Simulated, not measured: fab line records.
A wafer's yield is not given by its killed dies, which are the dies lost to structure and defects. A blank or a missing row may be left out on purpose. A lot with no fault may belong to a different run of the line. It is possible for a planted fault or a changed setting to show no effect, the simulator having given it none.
Comparing a struck lot with a sound one    flow n5_finfet    14 steps out of a route of 1938
Sound: these wafers, L385.2, L385.5, L385.6. Struck: wafers L393.3, L393.6. (L393.2 of the same lot was not struck and is left out.) The cause comes at the end.
For every step that has rows: the tool of each side, followed by ch and its chambers, followed by its first start. Under that, the readings that differ: sound wafers    struck wafers    difference of the means    sigmas: that difference in standard deviations of wafers without a fault.
alike: words and numbers the same on both sides, and readings whose means are apart by under 2 such deviations; not compared: readings that were withheld, readings missing a value for some wafer, numbers with overlapping values and no deviation given by the record, and bounds like >300 which may hide the same value.
A row with sigmas, a row that says differs or no value, or rows on one side alone: a step with any of these is where the two part. Non-overlapping numbers with no deviation appear without sigmas and do not part them. Lack of a reading on every wafer of one side parts them only where that side has two or more wafers.

first, 2 steps without rows for these wafers: N5_BEOL_M9_CURE_72 (cures SiCOH lowk, time 120 s); N5_BEOL_M9_DEGAS_44 (time 60 s).
N5_BEOL_M9_PRE_CLEAN_45: time 30 s.
  sound: pvd_sputter-03 at day 13 15:06; struck: pvd_sputter-01 at day 16 08:53
  alike: heater_power_w
N5_BEOL_M9_ALD_74: deposits TaN, target thk 2 nm, pulse time 2 s, purge time 3 s.
  sound on ald_metal-04 ch 0,2,3, day 13 15:10; struck on ald_metal-03 ch 0, day 16 08:58
  alike: heater_power_w, precursor_vessel_temp_c
  not compared: since_wet_clean_h
then, 2 steps without rows for these wafers: N5_BEOL_M9_SURFACE_TREAT_79; N5_BEOL_M9_CVD_78 (deposits Co from CCTBA/H2, target thk 2 nm, time 138.9 s).
N5_BEOL_M9_SPUTTER_48: material Cu, target thk 12 nm, time 2 s.
  sound: pvd_sputter-03 at day 13 15:40; struck: pvd_sputter-03 at day 16 09:26
  alike: throttle_valve_pct
then, 1 step without rows for these wafers: N5_BEOL_M9_ECD_50 (material Cu, target thk 318 nm).
N5_BEOL_M9_ANNEAL_51: time 90 s.
  sound on rtp_anneal-01 ch 0, day 13 16:32; struck on rtp_anneal-01 ch 0, day 16 09:58
  alike: wafer_temp_C_max
N5_BEOL_M9_CMP_52: polishes, stops on SiCOH lowk, t overpolish 7 s, target thk 140 nm.
  sound on cmp-04 ch 0,3, day 13 16:47; struck on cmp-04 ch 1,2, day 16 10:13
  alike: barrier_field_endpoint_s, clearing_platen_rpm, edge_zone_pressure_frac, motor_current_A, overpolish_run_s, time_to_endpoint_s
  not compared: pad_life_wafers
N5_BEOL_M9_THK_MEAS_53: measures by xrf.
  sound: film_metro-01 at day 13 17:05; struck: film_metro-02 at day 16 10:31
  alike: M9_THK
then, 1 step without rows for these wafers: N5_BEOL_M9_PRE_CLEAN_55 (time 15 s).
N5_BEOL_M9_DEP_56: deposits SiCN from 3MS/NH3, target thk 15 nm, time 26.5 s.
  sound on pecvd-02 ch 0,1,2, day 13 17:08; struck on pecvd-04 ch 1, day 16 10:34
reading                                   sound         struck     difference  sigmas
throttle_valve_pct (%)                    8.4 9.0 9.0   9.9 10.0   +1.1        +2
model.SiCN_of_BEOL_M9_DEP_56.thk_nm (nm)  14.8 15.2 15  10.4 10.8  -4.4        
  alike: showerhead_plenum_p_Torr
  not compared: since_wet_clean_h
N5_BEOL_M9_RS_MEAS_57: measurement is done with a four-point probe.
  sound: film_metro-01 at day 13 17:13; struck: film_metro-02 at day 16 10:38
  alike: M9_RS

WHERE THEY PART
At N5_BEOL_M9_DEP_56 and nowhere else, as far as this record goes. Later steps at which nothing parts them and some readings are alike: N5_BEOL_M9_RS_MEAS_57.

WHY: the cause the simulator had injected
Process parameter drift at N5_BEOL_M9_DEP_56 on pecvd-04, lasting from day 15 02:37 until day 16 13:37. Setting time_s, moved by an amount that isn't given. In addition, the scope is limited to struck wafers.
